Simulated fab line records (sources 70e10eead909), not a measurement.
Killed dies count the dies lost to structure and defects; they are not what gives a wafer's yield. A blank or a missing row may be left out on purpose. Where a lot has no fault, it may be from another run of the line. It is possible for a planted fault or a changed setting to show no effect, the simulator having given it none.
Chamber matching || flow nandHarc || pecvd-03 running NHARC_A_CONTACT_DEP_58: 3 sister chambers
The step deposits SiON, target thk 60 nm. 20 wafers are shown with their chamber, then 10 later ones without.

WAFERS WITH THEIR CHAMBER
{"wafer": "L074.4", "chamber": 0, "heaterPowerW (W)": 607}
{"wafer": "L074.5", "chamber": 2, "heaterPowerW (W)": 813}
{"wafer": "L074.6", "chamber": 1, "heaterPowerW (W)": 672}
{"wafer": "L078.2", "chamber": 0, "heaterPowerW (W)": 581}
{"wafer": "L078.5", "chamber": 1, "heaterPowerW (W)": 733}
{"wafer": "L078.6", "chamber": 2, "heaterPowerW (W)": 838}
{"wafer": "L075.3", "chamber": 0, "heaterPowerW (W)": 642}
{"wafer": "L075.5", "chamber": 0, "heaterPowerW (W)": 658}
{"wafer": "L075.6", "chamber": 1, "heaterPowerW (W)": 659}
{"wafer": "L076.1", "chamber": 1, "heaterPowerW (W)": 719}
{"wafer": "L076.4", "chamber": 1, "heaterPowerW (W)": 715}
{"wafer": "L076.6", "chamber": 0, "heaterPowerW (W)": 706}
{"wafer": "L077.1", "chamber": 2, "heaterPowerW (W)": 839}
{"wafer": "L077.3", "chamber": 1, "heaterPowerW (W)": 685}
{"wafer": "L077.5", "chamber": 2, "heaterPowerW (W)": 838}
{"wafer": "L080.1", "chamber": 2, "heaterPowerW (W)": 810}
{"wafer": "L080.2", "chamber": 0, "heaterPowerW (W)": 644}
{"wafer": "L080.3", "chamber": 1, "heaterPowerW (W)": 747}
{"wafer": "L082.1", "chamber": 2, "heaterPowerW (W)": 786}
{"wafer": "L082.4", "chamber": 2, "heaterPowerW (W)": 795}

SIGNATURES (averages over the wafers above)
{"reading": "heaterPowerW", "chamber 0": 639.67, "chamber 1": 704.29, "chamber 2": 817.00, "scatter within a chamber": 33.1}
Rule: for each reading, subtract the chamber's mean from the wafer's reading, divide by that reading's scatter and square the result; add these up over the readings and take the root, which gives the wafer's distance from the chamber. The wafer belongs to the nearest chamber; if the next one is less than 2 further off, it can't be placed. How the scatter is found: for the shown wafers, subtract from each reading the mean of its chamber, square and add these, divide the total by (wafers less chambers), then take the root.

WAFERS WHOSE CHAMBER IS MISSING
{"wafer": "L082.5", "heaterPowerW (W)": 680}
{"wafer": "L083.2", "heaterPowerW (W)": 611}
{"wafer": "L083.4", "heaterPowerW (W)": 609}
{"wafer": "L083.5", "heaterPowerW (W)": 771}
{"wafer": "L086.1", "heaterPowerW (W)": 737}
{"wafer": "L086.2", "heaterPowerW (W)": 746}
{"wafer": "L086.3", "heaterPowerW (W)": 619}
{"wafer": "L097.1", "heaterPowerW (W)": 729}
{"wafer": "L097.2", "heaterPowerW (W)": 649}
{"wafer": "L097.6", "heaterPowerW (W)": 758}

WHICH CHAMBER EACH WENT THROUGH
{"wafer": "L082.5", "from the rows above": "can't be placed: 1 or 0", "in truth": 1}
{"wafer": "L083.2", "from the rows above": "can't be placed: 0 or 1", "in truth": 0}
{"wafer": "L083.4", "from the rows above": "can't be placed: 0 or 1", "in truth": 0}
{"wafer": "L083.5", "from the rows above": "can't be placed: 2 or 1", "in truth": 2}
{"wafer": "L086.1", "from the rows above": "can't be placed: 1 or 2 or 0", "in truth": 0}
{"wafer": "L086.2", "from the rows above": "can't be placed: 1 or 2 or 0", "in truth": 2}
{"wafer": "L086.3", "from the rows above": "can't be placed: 0 or 1", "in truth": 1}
{"wafer": "L097.1", "from the rows above": "can't be placed: 1 or 2 or 0", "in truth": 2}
{"wafer": "L097.2", "from the rows above": "can't be placed: 0 or 1", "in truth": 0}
{"wafer": "L097.6", "from the rows above": "can't be placed: 1 or 2 or 0", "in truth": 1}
Placed correctly: 0 of 10. From these rows, 10 cannot be placed; in 10 the true chamber is one of the candidates. Wrongly placed: 0.
